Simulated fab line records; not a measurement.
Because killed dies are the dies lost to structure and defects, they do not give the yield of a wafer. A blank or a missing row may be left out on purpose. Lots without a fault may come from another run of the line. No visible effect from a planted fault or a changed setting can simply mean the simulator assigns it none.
Chamber matching + flow n5_finfet + rie_diel-03 running N5_BEOL_M8_VIA_ETCH_34: 4 sister chambers
The step etches SiCOH lowk in C4F6/O2, target depth 125.5 nm, time 50.5 s. 8 wafers are shown with their chamber, then 10 later ones without.

EACH WAFER AND ITS CHAMBER
| wafer  | chamber | drypump_motor_current_A (A) | throttle_valve_pct (%) |
|--------|---------|-----------------------------|------------------------|
| L082.6 | 3       | 5.7                         | 20.43                  |
| L083.1 | 0       | 5.9                         | 20.99                  |
| L083.6 | 1       | 6.0                         | 21.05                  |
| L088.2 | 2       | 5.3                         | 20.97                  |
| L088.3 | 1       | 6.0                         | 21.07                  |
| L088.5 | 0       | 5.9                         | 21.01                  |
| L089.1 | 2       | 5.3                         | 20.98                  |
| L089.2 | 3       | 5.8                         | 20.47                  |

WAFERS WITHOUT THEIR CHAMBER
| wafer  | drypump_motor_current_A (A) | throttle_valve_pct (%) |
|--------|-----------------------------|------------------------|
| L089.4 | 6.0                         | 21.09                  |
| L092.2 | 5.8                         | 20.47                  |
| L092.4 | 5.8                         | 21.02                  |
| L092.6 | 5.7                         | 20.50                  |
| L095.1 | 5.9                         | 21.02                  |
| L095.3 | 5.7                         | 20.52                  |
| L095.4 | 6.0                         | 21.10                  |
| L094.1 | 5.3                         | 21.01                  |
| L094.4 | 6.0                         | 21.12                  |
| L094.6 | 5.9                         | 21.03                  |

WHICH CHAMBER EACH ONE RAN IN
| wafer  | from the rows above     | in truth |
|--------|-------------------------|----------|
| L089.4 | 1                       | 1        |
| L092.2 | 3                       | 3        |
| L092.4 | 0                       | 0        |
| L092.6 | 3                       | 3        |
| L095.1 | 0                       | 0        |
| L095.3 | 3                       | 3        |
| L095.4 | 1                       | 1        |
| L094.1 | 2                       | 2        |
| L094.4 | 1                       | 1        |
| L094.6 | can't be placed: 0 or 1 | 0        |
Placed correctly: 9 of 10. From these rows, 1 cannot be placed; in 1 the true chamber is one of the candidates. Wrongly placed: 0.
How it was worked out, from the rows above alone: a wafer's distance from a chamber is the root of the sum, over the readings, of the square of ((its reading less the chamber's mean) divided by the reading's scatter). The wafer belongs to the nearest chamber; if the next one is less than 2 further off, it can't be placed. A chamber's mean is the mean of its shown wafers. The scatter is the square root of a quotient: the sum, over the shown wafers, of each reading's squared deviation from its chamber's mean, divided by wafers minus chambers.
